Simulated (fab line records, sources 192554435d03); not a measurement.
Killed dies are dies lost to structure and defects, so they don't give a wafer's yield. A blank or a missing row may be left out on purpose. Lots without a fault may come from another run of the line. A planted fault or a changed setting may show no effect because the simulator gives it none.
One fault seen from 3 desks | flow n5_finfet | each desk has only its own numbers; what lay behind them comes last
Where a reading is given only as a bound, like >300, the bound stands for it, and a mean or a difference that rests on one is marked > or <: the true number lies beyond.

THE METROLOGY DESK
What the gauges read, lot by lot, whatever tool the lot ran on: means of the sampled wafers that have a number. A lot is out of limits, marked OUT, if its mean lies more than 4 standard deviations from the usual mean; the brackets give that distance. Of its 11 readings 7 are shown: those that lie furthest out on some lot.
Columns: A = DIBL_P at N5_BEOL_M4_RC_MEAS_101, usual 36.9 mV/V; B = IOFF_N at N5_BEOL_M4_RC_MEAS_101, usual 0.163 nA/um; C = IOFF_P at N5_BEOL_M4_RC_MEAS_101, usual 0.22 nA/um; D = ION_N at N5_BEOL_M4_RC_MEAS_101, usual 673 uA/um; E = SS_P at N5_BEOL_M4_RC_MEAS_101, usual 73.4 mV/dec; F = VT_N at N5_BEOL_M4_RC_MEAS_101, usual 249.8 mV; G = VT_P at N5_BEOL_M4_RC_MEAS_101, usual -250 mV
lot  | first seen here | A    | B     | C    | D   | E    | F     | G
L293 | day 5 22:57     | 37.3 | 0.163 | 0.23 | 667 | 73.9 | 250.3 | -247
L295 | day 6 11:22     | 37.8 | 0.167 | 0.24 | 676 | 73.4 | 250.5 | -249
L298 | day 6 23:20     | 37.2 | 0.163 | 0.22 | 677 | 74.2 | 250.0 | -251
L304 | day 8 18:42     | 36.7 | 0.163 | 0.23 | 672 | 73.3 | 250.7 | -251
L307 | day 9 10:33     | 38.0 | 0.187 | 0.24 | 688 | 74.1 | 246.2 | -249
L310 | day 10 06:56    | 39.5 | 0.173 | 0.22 | 675 | 73.8 | 250.7 | -251
L312 | day 10 13:56    | 37.2 | 0.154 | 0.19 | 669 | 73.9 | 251.4 | -255
L315 | day 11 09:02    | 36.2 | 0.193 | 0.26 | 674 | 74.2 | 247.3 | -246
This desk's finding: nothing out of limits on any of the 8 lots.

THE TOOL OWNER'S DESK: rie_diel-06
The tool's own readings at N5_BEOL_M0_SAQP_ETCH_73 (etches SiARC in CF4, target depth 19.5 nm, time 32.5 s): means of the sampled wafers that have a number, for each lot that ran on this tool. A lot is out of limits, marked OUT, if its mean lies more than 4 standard deviations from the usual mean; the brackets give that distance.
Columns: A = drypump_motor_current_A at N5_BEOL_M0_SAQP_ETCH_73, usual 5.5 A; B = etch_rf_on_time_s at N5_BEOL_M0_SAQP_ETCH_73, usual 32.5 s; C = oes_product_au at N5_BEOL_M0_SAQP_ETCH_73, usual 0.64 a.u.; D = rf_vpp_V at N5_BEOL_M0_SAQP_ETCH_73, usual 183.7 V; E = showerhead_plenum_p_Torr at N5_BEOL_M0_SAQP_ETCH_73, usual 2.11 Torr; F = throttle_valve_pct at N5_BEOL_M0_SAQP_ETCH_73, usual 15.59 %
lot  | first seen here | A   | B    | C    | D     | E    | F
L293 | day 5 23:07     | 5.4 | 32.8 | 0.64 | 184.6 | 2.12 | 15.80
L295 | day 6 12:10     | 5.2 | 32.8 | 0.64 | 183.4 | 2.10 | 15.70
L307 | day 9 10:43     | 5.1 | 32.9 | 0.63 | 183.1 | 2.09 | 15.74
L310 | day 10 07:06    | 5.3 | 33.0 | 0.61 | 184.1 | 2.11 | 15.84
This desk's finding: nothing out of limits on any of the 4 lots.

THE DEFECT DESK
What the inspections along the route counted, lot by lot: means of the sampled wafers that have a number. A lot is out of limits, marked OUT, if its mean lies more than 4 standard deviations from the usual mean; the brackets give that distance.
Columns: A = raw_defect_count at N5_BEOL_M0_CUTY_INSPECT_59, usual 2.1
lot  | first seen here | A
L293 | day 6 00:26     | 1.3
L295 | day 6 13:28     | 2.0
L298 | day 7 01:04     | 3.0
L304 | day 8 20:43     | 0.7
L307 | day 9 12:01     | >300 (+99 or more) OUT
L310 | day 10 08:20    | >300 (+99 or more) OUT
L312 | day 10 15:26    | 3.7
L315 | day 11 10:38    | 1.0
This desk's finding: out of limits on L307, L310; first on L307, day 9 12:01 (raw_defect_count at N5_BEOL_M0_CUTY_INSPECT_59). In limits: L293, L295, L298, L304, L312, L315.

PUT TOGETHER
The defect desk could have raised an alarm at day 9 12:01, on L307, L310.
The metrology desk saw nothing out of limits.
The tool owner's desk saw nothing out of limits.
The metrology desk has L307, L310 on record, within its limits.
The tool owner's desk has L307, L310 on record, within its limits.
Of the lots named, all ran N5_BEOL_M0_SAQP_ETCH_73 on rie_diel-06.

WHAT THE SIMULATOR HAD PUT IN
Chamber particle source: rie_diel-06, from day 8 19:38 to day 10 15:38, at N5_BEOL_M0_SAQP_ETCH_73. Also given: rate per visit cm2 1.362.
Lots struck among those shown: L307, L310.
Hours from the fault's start to each desk's first reading out of limits: the defect desk, 16.
